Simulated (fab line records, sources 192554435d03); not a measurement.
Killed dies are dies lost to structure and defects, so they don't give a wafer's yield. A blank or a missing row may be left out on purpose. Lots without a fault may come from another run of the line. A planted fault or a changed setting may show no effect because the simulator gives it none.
fab line records | flow n5_finfet | part 2 of 2: steps 5 to 6 of 6
record lots=23 wafers=69 last_day=18
route steps=1938 shown MIM_TOP_LITHO@1848 MIM_TOP_ETCH@1852 MIM_BOT_ETCH@1867 TV_LITHO@1883 TV_OPEN@1887
lots that met no fault: from a run of the same line without faults
start_h: hours from the record's first day to the start of the lot's first wafer shown | wait_h: hours since the lot's step before | " the same as in the row above | L1.1+2: a row that stands for several wafers | - no value, or no start given | * or withheld: withheld | < > ~ a bound
route shown NAME@n: a module of which the file shows steps, and the number in the route of the first | usual: mean/standard deviation of fault-free wafers | same: alike in all rows | chamber/n: place in a boat | sites: the reading at each site | _std_site: their standard deviation | _edge_site: outer sites' mean less inner sites' | radius_mm: how far each site lies from the wafer's centre | mask NAME#n: copy n | behind: the tool/chamber that last shaped the wafer | hold: why the lot was held/for how many hours/how that ended | device: the transistor (n, p or np) that didn't switch | end of line: the same wafers' tests at the end of the route | a step without rows: its recipe alone | killed: dies lost to structure and defects at the first sort, not the wafer's yield | map: a wafer's dies, x killed, . not, _ none there
set.NAME: the setting as run; set.NAME@STEP: as run at that earlier step | model.NAME: the simulator's own value behind a step, which no gauge read
steps of the route over a sample of lots; a table a step, a row a wafer
services: from which hour (start_h, from the record's first day; less than 0 if before it) a tool's chamber was out of use, for how many hours, and why
## steps
# step N5_PASSIVATION_PASS_ETCH_74
# recipe chemistry=CF4/O2 target=SiNx target_depth_a=2200 time_s=110 ion_energy_ev=100 pressure_mtorr=40 source_w=535 bias_w=49 Ar_flow_sccm=100 cf4_flow_sccm=100 O2_flow_sccm=10
# usual O2_flow_sccm=10.002/0.028 bias_w=48.99/0.14 drypump_motor_current_A=5.6/0.48 oes_product_au=0.79/0.078 rf_vpp_V=242/7.7 showerhead_plenum_p_Torr=2.24/0.058 throttle_valve_pct=15.92/0.17
# columns lot.wafer tool chamber start_h wait_h O2_flow_sccm bias_w drypump_motor_current_A oes_product_au rf_hours_counter_h rf_vpp_V showerhead_plenum_p_Torr throttle_valve_pct
L074.3 rie_diel-03 3 265.29 0.0 9.996 49.00 5.2 0.93 5 236 2.18 15.81
L074.5 " 3 " " 9.999 49.14 5.2 0.94 - 236 2.18 15.81
L074.6 " 0 " " 10.045 48.92 6.1 0.87 - 239 2.16 15.94
L075.1 rie_diel-03 3 275.37 0.0 10.031 49.13 5.2 0.92 7 237 2.18 15.82
L075.3 " 1 " " 9.949 49.12 5.3 0.77 89 256 2.31 15.93
L075.5 " 3 " " 9.995 49.08 5.2 0.91 - 236 2.18 15.79
L078.4 rie_diel-05 3 299.05 0.0 9.973 48.99 5.2 0.79 98 244 2.24 15.93
L078.5 " 1 " " 10.005 48.96 6.4 0.93 - 248 2.25 15.82
L078.6 " 2 " " 9.965 49.20 5.1 0.67 - 251 2.27 16.28
L077.1 rie_diel-04 2 299.61 0.0 10.011 48.77 6.6 0.76 187 221 2.11 16.15
L077.4 " 1 " " 9.980 48.78 6.1 0.80 101 241 2.30 15.99
L077.5 " 1 " " 9.970 48.82 6.2 0.80 - 243 2.30 15.99
L079.4 rie_diel-05 3 304.10 0.0 10.089 48.96 5.3 0.79 101 245 2.24 15.95
L079.5 " 0 " " 9.969 49.10 5.5 0.72 - 236 2.28 15.84
L079.6 " 1 " " 9.947 48.78 6.3 0.93 - 248 2.25 15.83
L080.2 rie_diel-05 1 306.28 0.0 9.983 48.98 6.4 0.92 13 247 2.25 15.81
L080.3 " 3 " " 10.033 49.01 5.2 0.79 101 244 2.23 15.94
L080.6 " 2 " " 9.969 48.97 5.2 0.67 - 250 2.27 16.28
L081.2 rie_diel-05 2 315.99 0.0 10.014 49.10 5.1 0.67 241 251 2.26 16.29
L081.3 " 0 " " 9.997 49.08 5.5 0.71 212 234 2.28 15.84
L081.5 " 2 " " 10.013 49.20 5.1 0.67 - 249 2.26 16.29
L082.2 rie_diel-05 2 324.30 0.0 9.966 49.07 5.1 0.66 242 251 2.26 16.28
L082.3 " 3 " " 10.026 48.92 5.2 0.77 107 244 2.23 15.94
L082.4 " 0 " " 9.974 49.03 5.5 0.70 214 234 2.28 15.86
L083.2 rie_diel-04 0 335.37 0.0 10.022 48.89 5.3 0.83 72 232 2.31 15.46
L083.4 " 1 " " 9.993 48.78 6.2 0.77 113 243 2.30 16.00
L083.6 " 2 " " 9.976 49.13 6.6 0.74 - 220 2.11 16.16
L085.3 rie_diel-03 2 340.46 0.0 10.050 49.14 5.7 0.81 95 243 2.31 15.83
L085.4 " 2 " " 9.984 48.91 5.7 0.82 - 242 2.31 15.81
L085.6 " 1 " " 9.955 48.97 5.3 0.77 - 255 2.31 15.94
L086.1 rie_diel-03 2 344.11 0.0 9.952 48.99 5.7 0.82 97 244 2.31 15.83
L086.5 " 1 " " 9.960 49.00 5.3 0.77 - 254 2.31 15.97
L086.6 " 0 " " 10.002 48.86 6.1 0.87 - 240 2.16 15.96
L084.1 rie_diel-05 1 344.27 0.0 10.040 49.12 6.4 0.90 23 249 2.24 15.86
L084.2 " 2 " " 10.019 49.11 5.1 0.65 248 250 2.26 16.31
L084.3 " 3 " " 9.993 48.98 5.2 0.78 112 245 2.23 15.96
L087.1 rie_diel-05 0 366.69 0.0 10.038 48.86 5.5 0.71 227 234 2.27 15.88
L087.2 " 3 " " 10.038 48.99 5.2 0.77 120 244 2.23 15.98
L087.3 " 1 " " 10.028 49.07 6.4 0.89 30 248 2.24 15.86
L088.2 rie_diel-05 0 369.13 0.0 9.972 48.84 5.5 0.71 228 236 2.27 15.89
L088.3 " 1 " " 9.973 48.62 6.4 0.88 31 247 2.24 15.86
L088.6 " 0 " " 10.005 48.98 5.5 0.70 - 234 2.27 15.87
L089.1 rie_diel-05 1 369.61 0.0 9.977 49.06 6.3 0.88 32 246 2.24 15.86
L089.2 " 0 " " 10.028 48.81 5.5 0.71 229 235 2.27 15.89
L089.5 " 1 " " 10.016 49.04 6.3 0.88 - 247 2.24 15.87
L090.3 rie_diel-03 3 383.59 0.0 10.048 48.95 5.2 0.90 24 235 2.18 15.86
L090.5 " 3 " " 9.983 48.90 5.2 0.90 - 236 2.18 15.86
L090.6 " 2 " " 9.982 49.06 5.7 0.81 - 244 2.30 15.87
L093.1 rie_diel-03 1 388.92 0.0 10.027 49.19 5.3 0.75 116 254 2.30 15.97
L093.3 " 0 " " 9.973 49.12 6.1 0.84 66 239 2.15 15.99
L093.4 " 2 " " 10.002 48.95 5.7 0.80 114 243 2.30 15.86
L091.1 rie_diel-03 0 398.47 0.0 9.992 49.08 6.1 0.85 71 240 2.15 16.02
L091.3 " 1 " " 9.977 48.92 5.3 0.76 121 255 2.30 16.00
L091.5 " 2 " " 10.048 49.06 5.7 0.80 - 243 2.30 15.86
L094.1 rie_diel-05 2 400.70 0.0 9.978 49.02 5.2 0.94 9 249 2.26 15.84
L094.4 " 3 " " 10.011 49.24 5.3 0.76 132 243 2.22 16.01
L094.5 " 0 " " 10.005 48.94 5.5 0.69 - 233 2.27 15.90
L092.3 rie_diel-05 1 401.83 0.0 10.025 48.93 6.4 0.85 43 247 2.24 15.90
L092.4 " 2 " " 9.994 49.19 5.1 0.94 9 250 2.26 15.82
L092.5 " 0 " " 10.001 48.96 5.5 0.68 - 235 2.27 15.88
L095.2 rie_diel-04 0 408.57 0.0 10.024 48.88 5.3 0.81 90 232 2.30 15.51
L095.5 " 0 " " 10.012 48.89 5.3 0.81 - 230 2.30 15.50
L095.6 " 3 " " 9.983 49.38 5.1 0.73 - 244 2.14 15.78
L096.2 rie_diel-04 1 412.47 0.0 9.966 49.01 6.2 0.76 131 244 2.29 16.03
L096.3 " 0 " " 10.033 48.88 5.3 0.80 91 231 2.30 15.50
L096.5 " 1 " " 9.987 48.76 6.2 0.75 - 242 2.29 16.04
L097.3 rie_diel-03 3 417.62 0.0 10.095 49.01 5.2 0.86 36 237 2.17 15.88
L097.5 " 0 " " 10.029 49.21 6.1 0.84 - 239 2.15 16.02
L097.6 " 1 " " 10.008 49.01 5.3 0.75 - 255 2.30 16.01
# step N5_PASSIVATION_STRIP_14
# recipe chemistry=O2 power_w=600 temp_c=60 pressure_mtorr=30 rf_frequency_hz=6e+07 bias_power_w=0 overash_fraction=0.5 o2_flow_sccm=225
# usual drypump_motor_current_A=5.6/0.48 oes_product_au=0.80/0.077 rf_vpp_V=3.7/0.88 showerhead_plenum_p_Torr=2.14/0.068 throttle_valve_pct=16.64/0.18
# same overash_fraction=0.5
# columns lot.wafer tool chamber start_h wait_h drypump_motor_current_A oes_product_au rf_hours_counter_h rf_vpp_V showerhead_plenum_p_Torr throttle_valve_pct
L074.3 rie_diel-03 3 265.58 0.1 5.2 0.95 5 3.4 2.08 16.51
L074.5 " 3 " " 5.2 0.95 - 3.8 2.08 16.48
L074.6 " 0 " " 6.1 0.86 - 4.8 2.05 16.67
L075.1 rie_diel-03 3 275.65 0.1 5.2 0.94 8 4.3 2.08 16.52
L075.3 " 1 " " 5.3 0.78 89 3.7 2.23 16.75
L075.5 " 3 " " 5.2 0.93 - 4.2 2.07 16.50
L078.4 rie_diel-05 3 299.34 0.1 5.3 0.80 98 4.9 2.12 16.54
L078.5 " 1 " " 6.4 0.94 - 3.9 2.15 16.53
L078.6 " 2 " " 5.1 0.69 - 2.8 2.15 16.90
L077.1 rie_diel-04 2 299.90 0.1 6.6 0.73 187 2.9 1.99 16.74
L077.4 " 1 " " 6.1 0.80 101 3.4 2.20 16.72
L077.5 " 1 " " 6.1 0.82 - 4.3 2.20 16.71
L079.4 rie_diel-05 3 304.39 0.1 5.3 0.80 101 2.1 2.12 16.54
L079.5 " 0 " " 5.5 0.73 - 3.1 2.20 16.66
L079.6 " 1 " " 6.4 0.94 - 3.4 2.15 16.55
L080.2 rie_diel-05 1 306.57 0.1 6.3 0.91 13 3.1 2.15 16.57
L080.3 " 3 " " 5.3 0.79 101 2.4 2.12 16.53
L080.6 " 2 " " 5.2 0.67 - 3.7 2.14 16.91
L081.2 rie_diel-05 2 316.28 0.1 5.1 0.66 241 4.2 2.14 16.89
L081.3 " 0 " " 5.5 0.71 212 3.7 2.20 16.68
L081.5 " 2 " " 5.1 0.67 - 1.7 2.14 16.91
L082.2 rie_diel-05 2 324.58 0.1 5.1 0.66 243 4.5 2.14 16.92
L082.3 " 3 " " 5.2 0.78 107 3.8 2.11 16.57
L082.4 " 0 " " 5.5 0.72 214 4.6 2.20 16.66
L083.2 rie_diel-04 0 335.66 0.1 5.3 0.85 72 4.3 2.19 16.06
L083.4 " 1 " " 6.2 0.81 113 3.0 2.19 16.70
L083.6 " 2 " " 6.7 0.72 - 3.4 1.99 16.81
L085.3 rie_diel-03 2 340.75 0.1 5.7 0.81 95 3.0 2.23 16.67
L085.4 " 2 " " 5.7 0.82 - 4.2 2.24 16.66
L085.6 " 1 " " 5.3 0.77 - 4.3 2.23 16.81
L086.1 rie_diel-03 2 344.40 0.1 5.7 0.82 97 4.5 2.23 16.68
L086.5 " 1 " " 5.3 0.79 - 2.6 2.22 16.77
L086.6 " 0 " " 6.1 0.86 - 4.5 2.05 16.68
L084.1 rie_diel-05 1 344.56 0.1 6.4 0.90 23 4.3 2.14 16.59
L084.2 " 2 " " 5.1 0.66 248 3.9 2.14 16.94
L084.3 " 3 " " 5.2 0.79 112 2.3 2.11 16.56
L087.1 rie_diel-05 0 366.98 0.1 5.5 0.70 227 5.5 2.19 16.67
L087.2 " 3 " " 5.2 0.78 120 3.8 2.11 16.58
L087.3 " 1 " " 6.3 0.87 30 4.0 2.14 16.58
L088.2 rie_diel-05 0 369.42 0.1 5.5 0.71 229 4.9 2.19 16.73
L088.3 " 1 " " 6.3 0.88 32 2.9 2.14 16.59
L088.6 " 0 " " 5.5 0.70 - 4.5 2.19 16.68
L089.1 rie_diel-05 1 369.90 0.1 6.4 0.88 32 4.3 2.14 16.61
L089.2 " 0 " " 5.5 0.71 229 3.4 2.19 16.70
L089.5 " 1 " " 6.4 0.90 - 3.6 2.14 16.58
L090.3 rie_diel-03 3 383.88 0.1 5.2 0.91 24 3.2 2.07 16.57
L090.5 " 3 " " 5.2 0.91 - 3.0 2.07 16.53
L090.6 " 2 " " 5.7 0.79 - 6.2 2.23 16.71
L093.1 rie_diel-03 1 389.21 0.1 5.3 0.77 116 4.8 2.22 16.78
L093.3 " 0 " " 6.1 0.83 67 3.3 2.05 16.70
L093.4 " 2 " " 5.7 0.78 114 3.9 2.23 16.71
L091.1 rie_diel-03 0 398.76 0.1 6.1 0.81 72 4.3 2.04 16.70
L091.3 " 1 " " 5.3 0.77 121 4.3 2.22 16.78
L091.5 " 2 " " 5.7 0.79 - 3.6 2.23 16.72
L094.1 rie_diel-05 2 400.99 0.1 5.1 0.92 9 3.8 2.14 16.45
L094.4 " 3 " " 5.2 0.77 132 4.1 2.10 16.57
L094.5 " 0 " " 5.5 0.69 - 3.9 2.19 16.73
L092.3 rie_diel-05 1 402.12 0.1 6.4 0.84 43 3.0 2.14 16.63
L092.4 " 2 " " 5.1 0.95 9 3.2 2.14 16.45
L092.5 " 0 " " 5.5 0.70 - 1.9 2.19 16.69
L095.2 rie_diel-04 0 408.86 0.1 5.3 0.83 90 4.1 2.19 16.10
L095.5 " 0 " " 5.4 0.82 - 3.7 2.19 16.10
L095.6 " 3 " " 5.1 0.76 - 5.5 2.02 16.40
L096.2 rie_diel-04 1 412.76 0.1 6.1 0.78 131 3.5 2.19 16.74
L096.3 " 0 " " 5.4 0.82 91 2.3 2.19 16.13
L096.5 " 1 " " 6.1 0.79 - 2.3 2.19 16.77
L097.3 rie_diel-03 3 417.91 0.1 5.2 0.87 36 3.4 2.07 16.57
L097.5 " 0 " " 6.1 0.81 - 2.4 2.04 16.74
L097.6 " 1 " " 5.3 0.74 - 4.9 2.22 16.84
## services
# columns tool chamber start_h hours kind
rie_diel-05 1 261.35 - clean
rie_diel-05 1 261.35 - consumable_replace:focus_ring
rie_diel-05 1 261.35 15.8 scheduled_down
rie_diel-05 1 261.35 15.8 vent_cycle
rie_metal-03 - 267.96 15.6 pm
rie_metal-01 1 278.96 5.0 repair
rie_diel-03 - 280.32 19.4 repair
rie_diel-03 - 299.88 14.6 pm
rie_diel-04 - 301.97 0.1 repair
rie_metal-03 0 316.70 - clean
rie_metal-03 0 316.70 21.3 scheduled_down
rie_metal-03 0 316.70 21.3 vent_cycle
rie_diel-03 1 325.29 11.4 repair
rie_metal-02 - 331.01 14.6 pm
rie_diel-03 3 338.91 35.9 repair
rie_diel-05 2 355.21 - clean
rie_diel-05 2 355.21 - consumable_replace:focus_ring
rie_diel-05 2 355.21 19.5 scheduled_down
rie_diel-05 2 355.21 19.5 vent_cycle
rie_metal-01 1 368.86 5.4 repair
rie_diel-04 - 380.25 14.6 pm
rie_metal-01 1 392.46 2.6 repair
rie_diel-04 3 409.08 5.2 repair
rie_metal-03 - 411.88 0.4 repair
